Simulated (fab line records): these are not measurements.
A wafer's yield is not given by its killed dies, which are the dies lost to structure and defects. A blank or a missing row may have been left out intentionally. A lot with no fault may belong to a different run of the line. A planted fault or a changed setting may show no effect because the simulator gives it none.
A struck lot beside a sound one + flow n5-finfet + 37 out of 1938 route steps
Sound: the wafers L727.1, L727.4, L727.5. Struck: wafer L721.6 (left out: L721.2, L721.3 of the same lot, which were not struck); the cause appears at the end.
Per side, at each step with rows, come the tool, then ch with its chambers, and then its first start. Under that, the readings that differ: sound wafers + struck wafers + difference of the means + sigmas: that difference in standard deviations of wafers without a fault.
alike: same words and numbers on both sides, and readings whose means sit less than 2 such deviations apart. not compared: any withheld reading, any reading some wafer has no value for, any bound like >300 that may hide the same value, and any number with overlapping values for which the record gives no deviation.
The two part at a step that has a row with sigmas, a row that says differs or no value, or rows on one side only. Non-overlapping numbers with no deviation appear without sigmas and do not part them. Lack of a reading on every wafer of one side parts them only where that side has two or more wafers.

first, 9 steps without rows for these wafers: N5_BEOL_M11_ALD_74 (deposits TaN, target thk 2 nm, pulse time 2 s, purge time 3 s); N5_BEOL_M11_SURFACE_TREAT_76; N5_BEOL_M11_CVD_75 (deposits Co from CCTBA/H2, target thk 2 nm, time 138.9 s); N5_BEOL_M11_SPUTTER_48 (material Cu, target thk 12 nm, time 2 s); N5_BEOL_M11_ECD_50 (material Cu, target thk 318 nm); N5_BEOL_M11_ANNEAL_51 (time 90 s); N5_BEOL_M11_CMP_52 (polishes, stops on SiCOH lowk, t overpolish 7 s, target thk 140 nm); N5_BEOL_M11_PRE_CLEAN_55 (time 15 s); N5_BEOL_M11_DEP_56 (deposits SiCN from 3MS/NH3, target thk 30 nm, time 10.5 s).
N5_BEOL_M12_ILD_DEP_00: deposits SiOC from DEMS/O2, target thk 658.92 nm, time 130.7 s.
  sound on pecvd-01 ch 0,2, day 17 08:57; struck on pecvd-03 ch 2, day 16 01:27
| reading                                       | sound           | struck | difference | sigmas |
|-----------------------------------------------|-----------------|--------|------------|--------|
| model.SiOC_of_BEOL_M12_ILD_DEP_00.thk-nm (nm) | 646.4 651 653.8 | 695.8  | +45.4      |        |
  alike: heater-power-w, showerhead-plenum-p-Torr, throttle-valve-pct
N5_BEOL_M12_THK_MEAS_01:
  struck on film-metro-02, day 16 01:35; sound on film-metro-01, day 17 09:05
| reading          | sound       | struck | difference | sigmas |
|------------------|-------------|--------|------------|--------|
| M12_ILD_THK (nm) | 646 651 653 | 696    | +46        | +5     |
then, 10 steps without rows for these wafers: N5_BEOL_M12_COAT_58 (time 60 s, resist thk 89 nm); N5_BEOL_M12_COAT_04 (resist thk 400 nm); N5_BEOL_M12_EBR_06; N5_BEOL_M12_SOFTBAKE_05 (time 60 s); N5_BEOL_M12_EXPOSE_07 (exposes mask V11); N5_BEOL_M12_PEB_08 (peb time 90 s); N5_BEOL_M12_DEVELOP_09 (develop time 45 s); N5_BEOL_M12_HARDBAKE_14 (time 120 s); N5_BEOL_M12_DESCUM_15 (chemistry O2, time 7.9 s); N5_BEOL_M12_ETCH_59 (etches BARC in N2/H2, target depth 89 nm, overetch 26.7 nm, time 67.9 s).
N5_BEOL_M12_VIA_ETCH_16: etches SiOC in C4F8/O2/Ar, target depth 724.8 nm.
  sound on rie-diel-03 ch 0,2,3, day 17 09:34; struck on rie-diel-06 ch 2, day 16 02:19
| reading                                    | sound             | struck | difference | sigmas |
|--------------------------------------------|-------------------|--------|------------|--------|
| O2_flow_sccm (sccm)                        | 8.043 8.023 7.999 | 7.971  | -0.051     | -2     |
| model.etch.depth-nm (nm)                   | 646.4 651.1 653.8 | 695.7  | +45.3      |        |
| model.coat_of_BEOL_M12_COAT_04.thk-nm (nm) | 126.6 124.4 126.2 | 111    | -15        |        |
  alike: drypump-motor-current-A, oes-product-au, rf-vpp-V, showerhead-plenum-p-Torr, throttle-valve-pct
N5_BEOL_M12_STRIP_63: strips in N2/H2.
  sound on plasma-asher-02 ch 0,1, day 17 09:46; struck on plasma-asher-01 ch 0, day 16 02:31
| reading                      | sound          | struck | difference | sigmas |
|------------------------------|----------------|--------|------------|--------|
| strip-time-to-endpoint-s (s) | 43.5 42.9 43.3 | 39.3   | -3.9       | -5     |
  alike: drypump-motor-current-A, heater-power-w, oes-product-au
  not compared: rf-hours-counter-h
then, 12 steps without rows for these wafers: N5_BEOL_M12_STRIP_64 (strips in N2/H2); N5_BEOL_M12_STRIP_71 (strips in post etch residue remover, time 60 s); N5_BEOL_M12_SRD_72 (time 30 s, dry time 30 s); N5_BEOL_M12_COAT_65 (time 60 s, resist thk 300 nm); N5_BEOL_M12_COAT_66 (time 60 s, resist thk 110 nm); N5_BEOL_M12_COAT_22 (resist thk 300 nm); N5_BEOL_M12_EBR_24; N5_BEOL_M12_SOFTBAKE_23 (time 60 s); N5_BEOL_M12_EXPOSE_25 (exposes mask M12); N5_BEOL_M12_PEB_26 (peb time 90 s); N5_BEOL_M12_DEVELOP_27 (develop time 45 s); N5_BEOL_M12_HARDBAKE_32 (time 120 s).
N5_BEOL_M12_CMP_49: polishes, stops on SiOC, t overpolish 20.6 s, target thk 320 nm.
  sound on cmp-01 ch 2,3, day 17 17:19; struck on cmp-03 ch 1, day 16 07:47
| reading                                       | sound           | struck | difference | sigmas |
|-----------------------------------------------|-----------------|--------|------------|--------|
| motor-current-A (A)                           | 5.6 5.3 5.4     | 7.4    | +2.0       | +3     |
| model.SiOC_of_BEOL_M12_ILD_DEP_00.thk-nm (nm) | 586.4 590 593.4 | 636.2  | +46.3      |        |
  alike: barrier-field-endpoint-s, edge-zone-pressure-frac, overpolish-run-s
N5_PASSIVATION_PROBE_49:
  the record has rows for the struck wafers here (prober-01, day 18 02:29) and none for the sound ones

## WHERE THEY PART
Earliest at N5_BEOL_M12_THK_MEAS_01; latest, in this record, at N5_PASSIVATION_PROBE_49.

WHY: what had been put in by the simulator
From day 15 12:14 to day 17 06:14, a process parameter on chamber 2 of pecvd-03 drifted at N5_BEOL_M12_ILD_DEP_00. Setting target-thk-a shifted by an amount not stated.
